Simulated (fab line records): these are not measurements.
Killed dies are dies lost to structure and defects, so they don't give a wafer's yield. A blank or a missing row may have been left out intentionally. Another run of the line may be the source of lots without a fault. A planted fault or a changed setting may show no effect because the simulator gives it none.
A lot that was struck, set against a sound lot	flow nandHarc	14 steps out of a route of 1159
Sound: the wafers L442.2, L442.4, L442.5. Struck: wafers L439.1, L439.2, L439.5. At the end, the cause is stated.
Order at every step that has rows: each side's tool, ch and its chambers, its first start. Under that, the readings that differ: sound wafers	struck wafers	difference of the means	sigmas: that difference in standard deviations of wafers without a fault.
alike: same words and numbers on both sides, and readings whose means sit less than 2 such deviations apart. not compared: any withheld reading, any reading some wafer has no value for, any bound like >300 that may hide the same value, and any number with overlapping values for which the record gives no deviation.
Wherever a step has rows on one side only, a row that says differs or no value, or a row with sigmas, the two part there. Numbers that have no deviation but don't overlap get no sigmas and don't part them. A reading that every wafer of one side lacks parts them only if that side has two wafers or more.

NHARC_P_GATE_DESCUM_31: chemistry O2, time 3 s.
  sound on rieDiel-04 ch 0,3, day 9 07:27; struck on rieDiel-12 ch 1,3, day 8 10:46
  alike: chamberPressureMTorr, drypumpMotorCurrentA, o2FlowSccm, oesProductAu, rfVppV, showerheadPlenumPTorr, throttleValvePct
  not compared: rfHoursCounterH
NHARC_P_GATE_ETCH_104: etches the open film in CF4/CHF3, target depth 60 nm.
  sound on rieDiel-04 ch 0,3, day 9 07:32; struck on rieDiel-12 ch 0,2, day 8 10:52
  alike: chamberPressureMTorr, drypumpMotorCurrentA, oesProductAu, rfVppV, showerheadPlenumPTorr, throttleValvePct
NHARC_P_GATE_HM_OPEN_105: chemistry O2/COS, target depth 360 nm.
  sound: rieDiel-04 ch 1,3; struck: rieDiel-12 ch 1,2,3
reading	sound	struck	difference	sigmas
chamberPressureMTorr (mTorr)	20.025 20.024 20.000	19.983 19.970 19.981	-0.038	-2
rfVppV (V)	469.5 471.5 471.7	465.9 465.4 463.8	-5.9	-2
showerheadPlenumPTorr (Torr)	3.23 3.36 3.36	3.02 3.11 3.03	-0.26	-2
  alike: drypumpMotorCurrentA, o2FlowSccm, oesProductAu, throttleValvePct
  not compared: rfHoursCounterH
then, 3 steps without rows for these wafers: NHARC_P_GATE_STRIP_106 (strips in O2/COS); NHARC_P_GATE_ETCH_114 (etches the open film in CF4/O2, target depth 30 nm, overetch 3 nm, time 16.5 s); NHARC_P_GATE_ETCH_32 (etches the open film in HBr/Cl2, target depth 150 nm, time 100.1 s).
NHARC_P_GATE_STRIP_108: strips in O2.
  sound on rieDiel-12 ch 0,2, day 9 08:45; struck on rieDiel-12 ch 0,2,3, day 8 11:35
  alike: chamberPressureMTorr, drypumpMotorCurrentA, o2FlowSccm, oesProductAu, rfVppV, showerheadPlenumPTorr, throttleValvePct
  not compared: rfHoursCounterH
NHARC_P_GATE_CD_MEAS_33:
  sound on cdSem-01 at day 9 08:55; struck on cdSem-01 at day 8 11:46
  alike: cdNm
then, 4 steps without rows for these wafers: NHARC_P_GATE_STRIP_35 (strips in SPM, time 600 s); NHARC_P_GATE_PRECLEAN_73 (cleans in SC1); NHARC_P_GATE_SRD_74; NHARC_P_GATE_ALD_36 (deposits SiNx, target thk 20 nm, pulse time 60 s, ald cycles 223).
NHARC_P_GATE_ETCHBACK_37: etches the open film in CHF3/O2, target depth 34.5 nm, time 17.2 s.
  sound on rieDiel-02 ch 0,1,2, day 9 18:53; struck on rieDiel-02 ch 0,3, day 8 21:49
  no value came back on the struck wafers for any of 8 readings (biasW (W), chamberPressureMTorr (mTorr) and others); on the sound wafers biasW (W) reads 200.4 200.2 200.4
  not compared: rfHoursCounterH
NHARC_P_GATE_STRIP_101: strips in O2, time 20 s.
  sound on rieDiel-02 ch 0,1, day 9 18:58; struck on rieDiel-02 ch 1,3, day 8 21:55
  alike: chamberPressureMTorr, drypumpMotorCurrentA, o2FlowSccm, oesProductAu, rfVppV, showerheadPlenumPTorr, throttleValvePct
  not compared: rfHoursCounterH

== WHERE THEY PART ==
Last at NHARC_P_GATE_ETCHBACK_37 as far as this record goes, first at NHARC_P_GATE_HM_OPEN_105. Later steps at which nothing parts them and some readings are alike: NHARC_P_GATE_STRIP_101.

WHY: the cause the simulator had injected
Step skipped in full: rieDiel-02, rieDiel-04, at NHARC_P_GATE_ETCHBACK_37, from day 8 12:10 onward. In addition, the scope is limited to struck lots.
